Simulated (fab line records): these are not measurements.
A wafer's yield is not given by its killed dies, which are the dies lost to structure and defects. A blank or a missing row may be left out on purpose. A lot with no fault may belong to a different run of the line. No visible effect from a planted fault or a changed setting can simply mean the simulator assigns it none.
fab line records + flow n5-finfet
[record]
- lots = 4
- wafers = 12
- last-day = 18
route steps=1938 shown BEOL_M11@1545 PASSIVATION@1936
lots that met no fault: from a run of the same line without faults
start-h: start of the lot's first displayed wafer, in hours after the record's first day + wait-h: hours from the lot's prior step to this one + " repeats the value in the row above + L1.1+2: several wafers, shown together as one row + - no value, or no start given + * or withheld: withheld + < > ~ a bound
route shown NAME@n: names a module that has steps shown in the file, with the first one's number in the route + usual: mean/standard deviation of fault-free wafers + same: alike in all rows + chamber/n: place in a boat + sites: the reading at each site + _std_site: the values' standard deviation + _edge_site: inner sites' mean taken away from outer sites' mean + radius-mm: for every site, how far away it sits from the centre of the wafer + mask NAME#n: copy n + behind: the tool/chamber that last shaped the wafer + hold: cause of the lot's hold/its duration in hours/its outcome + device: whichever transistor did not switch (one of n, p or np) + end of line: tests of these same wafers at the route's end + where a step has no rows: the recipe by itself + killed: at the first sort, the dies lost to defects and structure; wafer yield is something else + map: the dies of a wafer, with x for killed, . for not killed, _ for no die there
set.NAME: setting as actually run; set.NAME@STEP: the setting as run at that earlier step + model.NAME: the simulator's own value behind a step, which no gauge read
lots at selected steps of the route; one table per step, one row per wafer
[[steps]]
[step N5_BEOL_M11_SOFTBAKE_06]
[recipe]
- temp-c = 110
- time-s = 60
- resist = CAR-ArF
[step N5_BEOL_M11_EXPOSE_08]
[recipe]
- mask-id = M11
- na = 1.35
- source-shape = dipole
- sigma-inner = 0.411
- sigma-outer = 0.611
- polarization = te
- dose-mj = 53.75
[step N5_BEOL_M11_PEB_09]
[recipe]
- peb-temp-c = withheld
- peb-time-s = 60
- resist = CAR-ArF
[step N5_BEOL_M11_DEVELOP_10]
[recipe]
- develop-time-s = 30
- developer = TMAH
- resist = CAR-ArF
- rinse-liquid = diw
- dry = air-spin
- dev-temp-c = 23
[step N5_BEOL_M11_DESCUM_16]
[recipe]
- chemistry = O2
- time-s = 7.9
- source-power-w = 50
- bias-power-w = 20
- pressure-mtorr = 20
- rf-frequency-hz = 2.712e+07
- temp-c = 40
- resist = CAR-ArF
- o2-flow-sccm = 225
[step N5_BEOL_M11_ETCH_61]
[recipe]
- chemistry = CF4
- target = SiARC
- target-depth-a = 390
- mask-material = CAR-ArF
- time-s = 65
- ion-energy-ev = 80
- pressure-mtorr = 40
- source-w = 545
- bias-w = 36
- Ar_flow_sccm = 100
- cf4-flow-sccm = 100
- ends = cleared
[step N5_BEOL_M11_ETCH_62]
[recipe]
- chemistry = N2/H2
- target = SOC
- target-depth-a = 1100
- overetch-a = 220
- mask-material = SiARC
- temp-c = 40
- time-s = 165
- ion-energy-ev = 200
- pressure-mtorr = 30
- source-w = 840
- bias-w = 150
- n2-flow-sccm = 200
- h2-flow-sccm = 200
[step N5_BEOL_M11_STRIP_68]
[recipe]
- chemistry = N2/H2
- temp-c = 40
- n2-flow-sccm = 200
- h2-flow-sccm = 200
- rf-frequency-hz = 6e+07
[step N5_BEOL_M11_STRIP_67]
[recipe]
- chemistry = CF4
- resist = SiARC
- power-w = 300
- bias-power-w = 75
- pressure-mtorr = 50
- cf4-flow-sccm = 150
- rf-frequency-hz = 6e+07
[step N5_BEOL_M11_HM_OPEN_17]
[recipe]
- chemistry = Cl2/BCl3
- target-depth-a = 200
- overetch-a = 60
- target = TiN
- mask-material = SOC
- ion-energy-ev = 150
- pressure-mtorr = 10
- icp-w = 1000
- bias-w = 126
- Cl2_flow_sccm = 53.25
- bcl3-flow-sccm = 21.75
- Ar_flow_sccm = 25
[usual]
- bcl3-flow-sccm = 21.74/0.061
- drypump-motor-current-A = 5.86/0.29
- oes-product-au = 0.66/0.062
- throttle-valve-pct = 22.09/0.16
| lot.wafer | tool         | chamber | start-h | wait-h | bcl3-flow-sccm | drypump-motor-current-A | oes-product-au | rf-hours-counter-h | throttle-valve-pct |
|-----------|--------------|---------|---------|--------|----------------|-------------------------|----------------|--------------------|--------------------|
| L966.1    | rie-metal-03 | 1       | 277.81  | 0.0    | 21.72          | 5.80                    | 0.72           | 18                 | 21.90              |
| L966.2    | "            | 0       | "       | "      | 21.84          | 5.97                    | 0.82           | 4                  | 22.18              |
| L966.4    | "            | 1       | "       | "      | 21.75          | 5.81                    | 0.71           | -                  | 21.90              |
| L981.4    | rie-metal-03 | 0       | 368.50  | 0.1    | 21.83          | 5.98                    | 0.76           | -                  | 22.21              |
| L981.5    | "            | 0       | "       | "      | 21.78          | 5.97                    | 0.75           | -                  | 22.20              |
| L981.6    | "            | 1       | "       | "      | 21.73          | 5.87                    | 0.68           | -                  | 21.93              |
| L982.1    | rie-metal-03 | 0       | 382.22  | 0.0    | 21.71          | 5.98                    | 0.76           | 12                 | 22.22              |
| L982.5    | "            | 1       | "       | "      | 21.73          | 5.81                    | 0.68           | -                  | 21.95              |
| L982.6    | "            | 0       | "       | "      | 21.78          | 5.98                    | 0.76           | -                  | 22.20              |
| L985.3    | rie-metal-02 | 1       | 390.07  | 0.1    | 21.78          | 5.59                    | 0.57           | -                  | 22.16              |
| L985.5    | "            | 0       | "       | "      | 21.68          | 5.95                    | 0.64           | -                  | 21.93              |
| L985.6    | "            | 1       | "       | "      | 21.73          | 5.59                    | 0.57           | -                  | 22.17              |
[step N5_BEOL_M11_STRIP_19]
[recipe]
- chemistry = O2
- power-w = 400
- temp-c = 40
- pressure-mtorr = 30
- rf-frequency-hz = 6e+07
- bias-power-w = 0
- overash-fraction = 0.2
- o2-flow-sccm = 225
[step N5_BEOL_M11_COAT_63]
[recipe]
- resist = SOC
- temp-c = 250
- time-s = 60
- spin-rpm = 1500
- resist-thk-nm = 100
[step N5_BEOL_M11_COAT_64]
[recipe]
- resist = SiARC
- temp-c = 220
- time-s = 60
- spin-rpm = 1500
- resist-thk-nm = 30
[step N5_BEOL_M11_COAT_22]
[recipe]
- resist = CAR-ArF
- spin-rpm = 1500
- resist-thk-nm = 90
[step N5_BEOL_M11_EBR_24]
[recipe]
- solvent = PGMEA
- ebr-width-mm = 1.5
[step N5_BEOL_M11_SOFTBAKE_23]
[recipe]
- temp-c = 110
- time-s = 60
- resist = CAR-ArF
[step N5_BEOL_M11_EXPOSE_25]
[recipe]
- mask-id = V10
- na = 1.35
- source-shape = annular
- sigma-inner = 0.5
- sigma-outer = 0.8
- polarization = unpolarized
- dose-mj = 85.5
[step N5_BEOL_M11_PEB_26]
[recipe]
- peb-temp-c = withheld
- peb-time-s = 60
- resist = CAR-ArF
[step N5_BEOL_M11_DEVELOP_27]
[recipe]
- develop-time-s = 30
- developer = TMAH
- resist = CAR-ArF
- rinse-liquid = diw
- dry = air-spin
- dev-temp-c = 23
[step N5_BEOL_M11_INSPECT_30]
[recipe]
- mode = adi
- inspect-instrument = brightfield
[usual]
- raw-defect-count = 419/98
| lot.wafer | tool              | chamber | start-h | wait-h | raw-defect-count |
|-----------|-------------------|---------|---------|--------|------------------|
| L966.1    | defect-inspect-02 | -       | 278.71  | 0.0    | 654              |
| L966.2    | "                 | -       | "       | "      | 524              |
| L966.4    | "                 | -       | "       | "      | 453              |
| L981.4    | defect-inspect-02 | -       | 369.26  | 0.0    | 832              |
| L981.5    | "                 | -       | "       | "      | 802              |
| L981.6    | "                 | -       | "       | "      | 437              |
| L982.1    | defect-inspect-01 | -       | 383.96  | 0.0    | 1001             |
| L982.5    | "                 | -       | "       | "      | 375              |
| L982.6    | "                 | -       | "       | "      | 829              |
| L985.3    | defect-inspect-01 | -       | 391.75  | 0.0    | 320              |
| L985.5    | "                 | -       | "       | "      | 292              |
| L985.6    | "                 | -       | "       | "      | 400              |
[step N5_BEOL_M11_DESCUM_33]
[recipe]
- chemistry = O2
- time-s = 7.9
- source-power-w = 50
- bias-power-w = 20
- pressure-mtorr = 20
- rf-frequency-hz = 2.712e+07
- temp-c = 40
- resist = CAR-ArF
- o2-flow-sccm = 225
[step N5_PASSIVATION_PROBE_49]
[usual]
- defect-limited-yield = 91.0/1.4
- killed_at_M0_to_M3 = 36/10
- killed_at_M4_up = 15/5
- killed-at-contacts = 12/6.1
- killed-at-front-end = 40/13
- killed-at-other = 3.8/2.9
- killed-dies = 106/16
- killed-open = 68/12
- killed-short = 35/8.2
- sort_bin_5_function = 5.2/0.9
- sort_bin_6_memory = 3.4/0.71
- sort-n-pass = 1073/17
- sort-yield-pct = 91.0/1.5
[same]
- gross-dies = 1180
- killed-at-back-side = 0
- sort_bin_4_leakage[%] = 0
- sort_bin_8_speed[%] = 0
| lot.wafer | tool      | chamber | start-h | wait-h | defect-limited-yield[%] | killed_at_M0_to_M3 | killed_at_M4_up | killed-at-contacts | killed-at-front-end | killed-at-other | killed-dies | killed-open | killed-short | sort_bin_5_function[%] | sort_bin_6_memory[%] | sort-n-pass | sort-yield-pct[%] |
|-----------|-----------|---------|---------|--------|-------------------------|--------------------|-----------------|--------------------|---------------------|-----------------|-------------|-------------|--------------|------------------------|----------------------|-------------|-------------------|
| L981.4    | prober-01 | -       | 413.02  | 0.2    | 80.3                    | 50                 | 121             | 12                 | 46                  | 4               | 233         | 83          | 41           | 14.3                   | 4.2                  | 947         | 80.3              |
| L981.5    | prober-01 | -       | 413.07  | 0.2    | 81.9                    | 42                 | 131             | 9                  | 28                  | 4               | 214         | 60          | 37           | 10.5                   | 5.6                  | 966         | 81.9              |
| L982.1    | prober-02 | -       | 428.97  | 0.0    | 82.5                    | 42                 | 119             | 3                  | 41                  | 2               | 207         | 64          | 26           | 11.9                   | 4.2                  | 973         | 82.5              |
| L982.6    | prober-02 | -       | 429.22  | 0.3    | 81.0                    | 35                 | 119             | 9                  | 48                  | 13              | 224         | 62          | 48           | 12.2                   | 4.1                  | 956         | 81.0              |
| L985.3    | prober-01 | -       | 442.52  | 0.1    | 92.1                    | 15                 | 19              | 15                 | 34                  | 10              | 93          | 63          | 23           | 4.7                    | 3.1                  | 1087        | 92.1              |
| L985.5    | prober-01 | -       | 442.62  | 0.2    | 91.9                    | 31                 | 15              | 9                  | 33                  | 8               | 96          | 61          | 32           | 5.2                    | 2.5                  | 1084        | 91.9              |
| L985.6    | prober-01 | -       | 442.67  | 0.3    | 89.8                    | 42                 | 20              | 20                 | 35                  | 3               | 120         | 83          | 31           | 4.9                    | 5.0                  | 1060        | 89.8              |
// killed by level:class
L981.4 BEOL_M11:unspecified=108 FIN_SAQP:geometric-particle:open=18 BEOL_M0_SAQP:geometric-particle:short=15 BEOL_M0_SAQP:geometric-particle:open=12 FIN_SAQP:geometric-particle:short=9 MOL_CONTACT_COAG:geometric-particle:open=8 BEOL_M1:geometric-particle:open=8 BEOL_M2:geometric-particle:open=8
L981.5 BEOL_M11:unspecified=111 BEOL_M0_SAQP:geometric-particle:open=13 BEOL_M0_SAQP:geometric-particle:short=13 MOL_CONTACT_COAG:geometric-particle:open=8 FIN_SAQP:geometric-particle:short=6 BEOL_M4:geometric-particle:open=6 BEOL_M1:geometric-particle:open=6 FIN_SAQP:geometric-particle:open=5
L982.1 BEOL_M11:unspecified=111 STI_FIN_REVEAL:geometric-particle:open=12 STI_FIN_REVEAL:geometric-particle:short=8 BEOL_M2:geometric-particle:open=8 BEOL_M0_SAQP:geometric-particle:open=7 STARTING-WAFER:geometric-particle:open=7 BEOL_M0_SAQP:geometric-particle:short=6 BEOL_M3:geometric-particle:open=5
L982.6 BEOL_M11:unspecified=107 BEOL_M0_SAQP:geometric-particle:short=18 STI_FIN_REVEAL:geometric-particle:open=17 FIN_SAQP:geometric-particle:short=12 BEOL_M0_SAQP:geometric-particle:open=11 MIM_TOP_ETCH:geometric-particle:short=8 BEOL_M4:geometric-particle:open=6 FIN_SAQP:geometric-particle:open=5
L985.3 BEOL_M4:geometric-particle:open=15 MOL_CONTACT_COAG:geometric-particle:open=12 FIN_SAQP:geometric-particle:open=11 STI_FIN_REVEAL:geometric-particle:open=6 FIN_SAQP:geometric-particle:short=5 MOL_CONTACT_COAG:geometric-particle:short=3 BEOL_M3:geometric-particle:open=3 BEOL_M0_SAQP:geometric-particle:open=3
L985.5 BEOL_M4:geometric-particle:open=9 BEOL_M2:geometric-particle:open=7 PASS1_DEP:geometric-particle:open=6 BEOL_M3:geometric-particle:open=6 FIN_SAQP:geometric-particle:open=5 FIN_SAQP:geometric-particle:short=5 ILD0:geometric-particle:short=5 MOL_CONTACT_COAG:geometric-particle:open=5
L985.6 MOL_CONTACT_COAG:geometric-particle:open=18 BEOL_M0_SAQP:geometric-particle:open=12 BEOL_M4:geometric-particle:open=11 BEOL_M0_SAQP:geometric-particle:short=10 FIN_SAQP:geometric-particle:open=7 BEOL_M3:geometric-particle:open=7 DUMMY_GATE:geometric-particle:open=5 BEOL_M4:geometric-particle:short=5
// map L981.4 (x killed, . not)
_________________......x....x________________
______________....x.xx..xx......_____________
___________...x.....x......x...x...__________
__________.x.x...............x...x.._________
________..............xxxxx......x...._______
_______..x....x.xx...x..xx.xx...x.x....______
______........x....x.x.xxxxxxxxxx......._____
_____..x.............xxxxxxxxxxxx.x..x..x____
____...x..............xxxxxxxxxx.xx..x....___
___...x............xxxxxxxxxxxxxxxx........__
___..x........x.....xxxxxxxxxxxxx..........__
__.........x.....x.x..xxxxxxxxxxx.x........._
__.........x..........xxxxxxxxxxx.x........._
_..x.xx.x....x..........xxxxx.x..x...........
_..........x..x.x....xxx..xx.x.xx.xxx........
_.....x..........xx.....xxx.xxx.........x....
_..x..............x...................x...xx.
_.....................x.x....................
_......x...x.x.....x...x.....................
_.............x...xx......x..x.........x.....
_.........x........................x......x..
__...x..................x..................x_
__.......................x..........x......._
___.................................x.....x__
___.........x...x....x.....x..xx...........__
____...........................x....xx.x..___
_____............................x.x.....____
______.........x..x.......x.......x....._____
_______............xx..xx.....x........______
________..x........x.............x.x.._______
__________................xx........_________
___________.x...x.......x..........__________
______________...............x.._____________
_________________..x..x.....x________________
// map L982.6 (x killed, . not)
_________________....x.x.....________________
______________........x.x.x....._____________
___________....x...x.....x...x.....__________
__________...............x.x........_________
________..xx.......x.x.x.x.x.......x.._______
_______.....x.x...xx..x.x.x.x.xx.......______
______x............x...xx.xxxxxx........_____
_____.........x..x..x.xxxxxxxxxxx........____
____...........x......xxxxxxxxxxxx........___
___...........x.....xxxxxxxxxxx.x....x.....__
___..x......x......x.xxxxxxxxxxx...........__
__x................x.xxxxxxxxxxxx.x........._
__...................xxxxxxxxxxx...x........_
_.........x..........xxxxxxxxxxx.............
_........x..............xxxxx..x.............
_...x...........x..x..x..xx.xxx.....x........
_.......x...x...x...........x...x...x........
_....x.............x.................x.......
_............x......x.........xxx.x..x.......
_..x.x...x.............x....................x
_x...x.......x.............xxx.x.......x.....
__...x..x..x...x.x..xx.............x.x..x..._
__...x..........................x....x....x._
___....x.x..............xx.................__
___...............x.......x.......x.x......__
____.....x.....x..x..x....................___
_____.....................x.....x....x...____
______................x..x.....x..x.x.x._____
_______................................______
________...............x......x......._______
__________.........x..............x._________
___________....xxx.................__________
______________......x....x...x.._____________
_________________............________________
[[key]]
[first-sign]
- step = N5_BEOL_M11_INSPECT_30
- reading = raw-defect-count
- direction = up
- sigmas = 4.5
- usual = 419
- struck = 866
[effect]
- step = N5_PASSIVATION_PROBE_49
- reading = killed_at_M4_up
- direction = up
- sigmas = 22
- usual = 15
- struck = 122
[more-kills-born-at]
- N5_BEOL_M11_HM_OPEN_17@rie-metal-03 = 437
met-at N5_BEOL_M11_HM_OPEN_17
struck-wafers L981.4,L981.5,L982.1,L982.6
onset-between 277.81 368.50
[fault]
- kind = chamber-particle-source
- tool = rie-metal-03
- chamber = 0
- onset-h = 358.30
- steps = N5_BEOL_M11_HM_OPEN_17
- rate-per-visit-cm2 = 0.6727
- end-h = 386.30
